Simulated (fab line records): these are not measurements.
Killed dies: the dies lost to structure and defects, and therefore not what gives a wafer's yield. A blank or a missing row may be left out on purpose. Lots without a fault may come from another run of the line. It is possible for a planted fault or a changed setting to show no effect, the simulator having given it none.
A lot that was struck, set against a sound lot -- flow n5-finfet -- 14 steps out of a route of 1938
Sound: wafers L341.2, L341.5, L341.6. Struck: wafers L343.2, L343.6 (left out: L343.5, a lot-mate that was not struck); the cause follows at the end.
Per side, at each step with rows, come the tool, then ch with its chambers, and then its first start. Under that, the readings that differ: sound wafers -- struck wafers -- difference of the means -- sigmas: that difference in standard deviations of wafers without a fault.
alike: words and numbers the same on both sides, and readings whose means are apart by under 2 such deviations; not compared: readings that were withheld, readings missing a value for some wafer, numbers with overlapping values and no deviation given by the record, and bounds like >300 which may hide the same value.
The two part at a step that has a row with sigmas, a row that says differs or no value, or rows on one side only. Numbers that don't overlap but have no deviation are shown without sigmas and don't part them. Lack of a reading on every wafer of one side parts them only where that side has two or more wafers.

first, 2 steps without rows for these wafers: N5_BEOL_M15_STRIP_62 (strips in O2); N5_BEOL_M15_STRIP_37 (strips in O2).
N5_BEOL_M15_ETCH_38: etches SiCN in CF4/N2, target depth 106.4 nm, time 120.5 s.
  sound: rie-diel-04 ch 0,1,3; struck: rie-diel-04 ch 0,1
  alike: drypump-motor-current-A, oes-product-au, rf-fwd-power-W, rf-vpp-V, showerhead-plenum-p-Torr, throttle-valve-pct
  not compared: rf-hours-counter-h
then, 2 steps without rows for these wafers: N5_BEOL_M15_PRECLEAN_39 (cleans in residue remover, time 60 s); N5_BEOL_M15_SRD_40 (time 30 s, dry time 30 s).
N5_BEOL_M15_DEGAS_41: time 60 s.
  sound: pvd-sputter-01 at day 14 05:22; struck: pvd-sputter-03 at day 15 01:25
  alike: heater-power-w
then, 1 step without rows for these wafers: N5_BEOL_M15_PRE_CLEAN_42 (time 30 s).
N5_BEOL_M15_SPUTTER_43: material TaN, target thk 15 nm, time 24.19 s.
  sound: pvd-sputter-01 at day 14 05:27; struck: pvd-sputter-03 at day 15 01:30
  alike: chamber-pressure-pa, throttle-valve-pct
N5_BEOL_M15_SPUTTER_44: material Ta, target thk 15 nm, time 24.19 s.
  sound: pvd-sputter-01 at day 14 05:32; struck: pvd-sputter-03 at day 15 01:35
  alike: chamber-pressure-pa, throttle-valve-pct
then, 2 steps without rows for these wafers: N5_BEOL_M15_SPUTTER_45 (material Cu, target thk 100 nm, time 16.67 s); N5_BEOL_M15_ECD_47 (material Cu, target thk 1860 nm).
N5_BEOL_M15_ANNEAL_48: time 90 s.
  sound on rtp-anneal-01 ch 0, day 14 06:01; struck on rtp-anneal-02 ch 0, day 15 02:04
  alike: wafer_temp_C_max
N5_BEOL_M15_CMP_49: polishes, stops on SiO2, t overpolish 4.9 s, target thk 850 nm.
  sound on cmp-03 ch 0,1, day 14 06:16; struck on cmp-03 ch 3, day 15 02:19
reading,sound,struck,difference,sigmas
barrier-field-endpoint-s (s),11.21 11.26 11.07,5.91 5.87,-5.29,-21
slurry-flow-ml-min,149.8 149.2 149.8,150.6 150.7,+1.0,+2
  alike: clearing-platen-down-force-psi, edge-zone-pressure-frac, motor-current-A, overpolish-run-s
N5_PASSIVATION_PROBE_49:
  the record has rows for the struck wafers here (prober-02, day 15 19:08) and none for the sound ones

== WHERE THEY PART ==
First at N5_BEOL_M15_CMP_49; last, within this record, at N5_PASSIVATION_PROBE_49.

WHY: what the simulator had put in
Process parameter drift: cmp-03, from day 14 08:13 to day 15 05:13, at N5_BEOL_M15_CMP_49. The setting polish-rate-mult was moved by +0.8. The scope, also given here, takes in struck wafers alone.
